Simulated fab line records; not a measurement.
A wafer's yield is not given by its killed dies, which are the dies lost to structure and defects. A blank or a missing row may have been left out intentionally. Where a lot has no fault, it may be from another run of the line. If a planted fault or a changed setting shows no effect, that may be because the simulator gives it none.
Code-filled problem report in 8D (eight disciplines) form    flow nand-harc    the parts of the form that need people (team, actions taken, sign-off) are left out

== 1. WHAT IS WRONG ==
Wafers without a fault read 13, standard deviation 6; raw-defect-count at NHARC_P_ZERO_WELL_INSPECT_43 reads a mean of 430 on 6 wafers belonging to 2 lots. That puts it +69 standard deviations away from the usual mean.
The first sign was on wafer L954.1 at day 2 19:55, on defect-inspect-02. The record holds 36 wafers of 12 lots with a number at this step. The rule behind "out" and "out of limits": a value lying over 4 standard deviations away from the usual mean. Any other wafer with a number is counted as sound.

== 2. WHAT IT IS, WHAT IT ISN'T ==
question                     is                      is not
which readings at this step  raw-defect-count        -
which lots                   L954, L956              L950, L951, L953, L963, L965, L967, L968, L969, L970, L971
which wafers of those lots   all that have a number  -
read on which gauges         defect-inspect-02       defect-inspect-01
when                         from day 2 19:55        up to then (9 sound wafers); but 21 sound wafers of L963, L965, L967, L968, L969, L970, L971 came after

== 3. SUSPECTS, AND WHAT RULES EACH OUT ==
Counting: any tool at a process step up to the reading is kept as a suspect provided that every lot that is out went through it and no sound lot did after the first of them.
- the gauge at NHARC_P_ZERO_WELL_INSPECT_43: ruled out. All the wafers that are out were read on defect-inspect-02, but those of them that NHARC_END_SORT_01 has rows for are out there too, on other tools.
- pecvd-01 at NHARC_P_ZERO_WELL_PECVD_02 (deposits SiO2, target thk 10 nm): ruled out as a lasting fault. After its first lot that is out, L954 (day 2 12:45), sound lots L968 ran on it.
Left after counting: nothing in the record.

== 4. THE CAUSE (what the simulator had put in) ==
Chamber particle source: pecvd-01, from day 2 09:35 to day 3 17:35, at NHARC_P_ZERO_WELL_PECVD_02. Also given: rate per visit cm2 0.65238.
Counting ruled it out, wrongly: the rule takes a fault to strike every lot that its tool runs from its start on, and this one did not.

== 5. THE CHAIN OF EFFECTS, in route order ==
Each row: a reading where the mean over the struck wafers with a number is more than 3 standard deviations away from the usual. Only readings whose record carries a usual standard deviation are examined. hours: median over the lots of the time between each lot's start at the first step of this table that gives one and its start at this step. sigmas: the change, counted in usual standard deviations.
hours  step                          reading              usual  on struck wafers  change  sigmas
0      NHARC_P_ZERO_WELL_INSPECT_43  raw-defect-count     13     430               +417    +69
411    NHARC_END_SORT_01             killed-at-periphery  3.7    40.8              +37.1   +14
Later measuring or inspecting steps at which every struck wafer that the step has a row for has a number for every such reading, and none has moved that far: NHARC_P_GATE_OVL_MEAS_27.

== 6. WHAT WOULD HAVE CAUGHT IT SOONER ==
Counted from the fault's start at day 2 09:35, it took 10 hours until the first out-of-limits reading at a measuring or inspecting step in this record, taken at day 2 19:55.
Of the tool readings at NHARC_P_ZERO_WELL_PECVD_02 for which the record gives a usual standard deviation, none was out on any struck wafer, so an alarm limit of 4 standard deviations on them would not have fired.
